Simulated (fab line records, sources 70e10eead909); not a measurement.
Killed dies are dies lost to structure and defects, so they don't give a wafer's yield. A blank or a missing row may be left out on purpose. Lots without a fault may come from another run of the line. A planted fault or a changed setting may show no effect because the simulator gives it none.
Chamber matching | flow nand_harc | NHARC_A_BLC_STRIP_29 on rie_diel-03: 4 sister chambers
The step strips in CF4. 4 wafers are shown with their chamber, then 7 later ones without.

WAFERS WITH THEIR CHAMBER
wafer  | chamber | showerhead_plenum_p_Torr (Torr)
L313.6 | 0       | 1.81
L312.6 | 2       | 1.77
L315.1 | 1       | 1.72
L315.2 | 3       | 1.82

WAFERS WITHOUT THEIR CHAMBER
wafer  | showerhead_plenum_p_Torr (Torr)
L315.6 | 1.77
L324.1 | 1.81
L324.2 | 1.76
L324.5 | 1.81
L328.2 | 1.76
L328.3 | 1.82
L328.4 | 1.81

WHICH CHAMBER EACH WENT THROUGH
wafer  | from the rows above     | in truth
L315.6 | 2                       | 2
L324.1 | can't be placed: 0 or 3 | 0
L324.2 | 2                       | 2
L324.5 | can't be placed: 0 or 3 | 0
L328.2 | 2                       | 2
L328.3 | can't be placed: 3 or 0 | 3
L328.4 | can't be placed: 0 or 3 | 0
Placed correctly: 3 of 7. Can't be placed from these rows: 4 (the true chamber is among the candidates in 4). Placed wrongly: 0.
How it was worked out, from the rows above alone: a wafer's distance from a chamber is the root of the sum, over the readings, of the square of ((its reading less the chamber's mean) divided by the reading's scatter). The wafer belongs to the nearest chamber; if the next one is less than 2 further off, it can't be placed. A chamber's mean is the mean of its shown wafers. The scatter: with one shown wafer a chamber, the root of the mean of the squares of how far each hidden wafer lies from its nearest shown one.
